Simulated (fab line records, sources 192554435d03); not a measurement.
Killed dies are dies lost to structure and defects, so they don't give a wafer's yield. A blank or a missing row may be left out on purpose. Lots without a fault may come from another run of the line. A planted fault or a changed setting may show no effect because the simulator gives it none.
One fault seen from 2 desks | flow n5_finfet | each desk has only its own numbers; what lay behind them comes last

THE TOOL OWNER'S DESK: litho_track-03
The tool's own readings at N5_MOL_CONTACT_COAG_COAT_75 (time 60 s, resist thk 60 nm): means of the sampled wafers that have a number, for each lot that ran on this tool. A lot is out of limits, marked OUT, if its mean lies more than 4 standard deviations from the usual mean; the brackets give that distance.
Columns: A = spin_speed_rpm at N5_MOL_CONTACT_COAG_COAT_75, usual 1500.0 rpm
lot  | first seen here | A
L480 | day 7 01:42     | 1538.8 (+44) OUT
L482 | day 7 06:42     | 1537.9 (+43) OUT
L497 | day 10 19:11    | 1500.2
This desk's finding: out of limits on L480, L482; first on L480, day 7 01:42 (spin_speed_rpm at N5_MOL_CONTACT_COAG_COAT_75). In limits: L497.

THE METROLOGY DESK
What the gauges read, lot by lot, whatever tool the lot ran on: means of the sampled wafers that have a number. A lot is out of limits, marked OUT, if its mean lies more than 4 standard deviations from the usual mean; the brackets give that distance. Of its 10 readings 7 are shown: those that lie furthest out on some lot.
Columns: A = DIBL_P at N5_BEOL_M4_RC_MEAS_101, usual 35.9 mV/V; B = IOFF_N at N5_BEOL_M4_RC_MEAS_101, usual 0.16 nA/um; C = ION_N at N5_BEOL_M4_RC_MEAS_101, usual 672 uA/um; D = ION_P at N5_BEOL_M4_RC_MEAS_101, usual 461 uA/um; E = SS_N at N5_BEOL_M4_RC_MEAS_101, usual 71.4 mV/dec; F = VT_N at N5_BEOL_M4_RC_MEAS_101, usual 250 mV; G = VT_P at N5_BEOL_M4_RC_MEAS_101, usual -251 mV
lot  | first seen here | A    | B    | C   | D   | E    | F   | G
L474 | day 7 19:40     | 35.3 | 0.16 | 675 | 459 | 71.9 | 249 | -253
L479 | day 9 08:31     | 36.7 | 0.16 | 672 | 462 | 71.8 | 251 | -251
L482 | day 9 22:04     | 37.4 | 0.16 | 669 | 458 | 71.5 | 250 | -251
L480 | day 10 00:50    | 38.4 | 0.17 | 680 | 459 | 71.8 | 250 | -252
L487 | day 11 16:23    | 36.8 | 0.16 | 678 | 464 | 71.0 | 249 | -250
L490 | day 12 01:48    | 33.8 | 0.11 | 663 | 462 | 70.5 | 253 | -253
L491 | day 12 09:31    | 36.9 | 0.15 | 666 | 446 | 72.0 | 252 | -256
L495 | day 12 23:56    | 35.7 | 0.14 | 671 | 460 | 71.5 | 251 | -254
L496 | day 13 21:09    | 34.1 | 0.13 | 676 | 466 | 70.8 | 251 | -252
L497 | day 13 23:44    | 32.6 | 0.11 | 657 | 457 | 70.9 | 256 | -253
This desk's finding: nothing out of limits on any of the 10 lots.

PUT TOGETHER
The tool owner's desk could have raised an alarm at day 7 01:42, on L480, L482.
The metrology desk saw nothing out of limits.
The metrology desk has L480, L482 on record, within its limits.
Of the lots named, all ran N5_MOL_CONTACT_COAG_COAT_75 on litho_track-03.

WHAT THE SIMULATOR HAD PUT IN
Process parameter drift: litho_track-03, from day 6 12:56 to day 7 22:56, at N5_MOL_CONTACT_COAG_COAT_75. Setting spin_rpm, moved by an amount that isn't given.
Lots struck among those shown: L480, L482.
Hours from the fault's start to each desk's first reading out of limits: the tool owner's desk, 13.
